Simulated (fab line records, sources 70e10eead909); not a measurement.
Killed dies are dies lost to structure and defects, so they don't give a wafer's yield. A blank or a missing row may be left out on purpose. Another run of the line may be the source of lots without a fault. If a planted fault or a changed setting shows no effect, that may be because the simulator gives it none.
Chamber matching	flow nand-harc	NHARC_THIN_TSV_ETCHBACK_48 on rie-diel-13: 4 sister chambers
The step etches the open film in C4F8/Ar, target depth 1028.5 nm, time 405.17 s. 14 wafers are shown with their chamber, then 7 later ones without.

WAFERS PAIRED WITH THEIR CHAMBERS
wafer	chamber	rf-vpp-V (V)	bias-w (W)	oes-product-au (a.u.)
L951.3	1	550	301.0	0.947
L951.4	0	542	301.2	0.946
L951.6	2	549	300.9	0.952
L955.1	2	548	300.3	0.936
L955.2	3	547	301.3	0.932
L955.6	2	550	299.9	0.933
L957.4	2	549	299.4	0.931
L957.5	3	547	300.3	0.931
L957.6	0	542	298.9	0.928
L959.1	2	548	299.2	0.926
L959.3	3	546	300.6	0.938
L959.6	1	549	298.6	0.927
L958.1	2	549	299.3	0.928
L958.4	1	547	298.2	0.929

SIGNATURES (averages over the wafers above)
reading	chamber 0	chamber 1	chamber 2	chamber 3	scatter within a chamber
rf-vpp-V	542.00	548.67	548.83	546.67	0.904
bias-w	300.050	299.267	299.833	300.733	1
oes-product-au	0.93700	0.93433	0.93433	0.93367	0.00933
Rule: for a wafer and a chamber, the distance is found by dividing, reading by reading, the gap between the wafer's reading and the chamber's mean by the reading's scatter, squaring, summing and taking the root. The wafer belongs to the nearest chamber; if the next one is less than 2 further off, it can't be placed. The scatter is the square root of a quotient: the sum, over the shown wafers, of each reading's squared deviation from its chamber's mean, divided by wafers minus chambers.

WAFERS WHOSE CHAMBER IS MISSING
wafer	rf-vpp-V (V)	bias-w (W)	oes-product-au (a.u.)
L958.6	540	299.0	0.921
L960.2	545	300.1	0.964
L960.4	543	299.7	0.942
L960.5	548	301.5	0.961
L970.3	547	299.1	0.926
L970.4	549	299.1	0.918
L970.6	550	299.6	0.939

WHICH CHAMBER EACH ONE RAN IN
wafer	from the rows above	in truth
L958.6	0	0
L960.2	can't be placed: 3 or 0 or 1 or 2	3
L960.4	0	0
L960.5	can't be placed: 3 or 2 or 1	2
L970.3	can't be placed: 3 or 1 or 2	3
L970.4	can't be placed: 1 or 2 or 3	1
L970.6	can't be placed: 2 or 1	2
Placed correctly: 2 of 7. Can't be placed from these rows: 5 (the true chamber is among the candidates in 5). Number placed wrongly: 0.
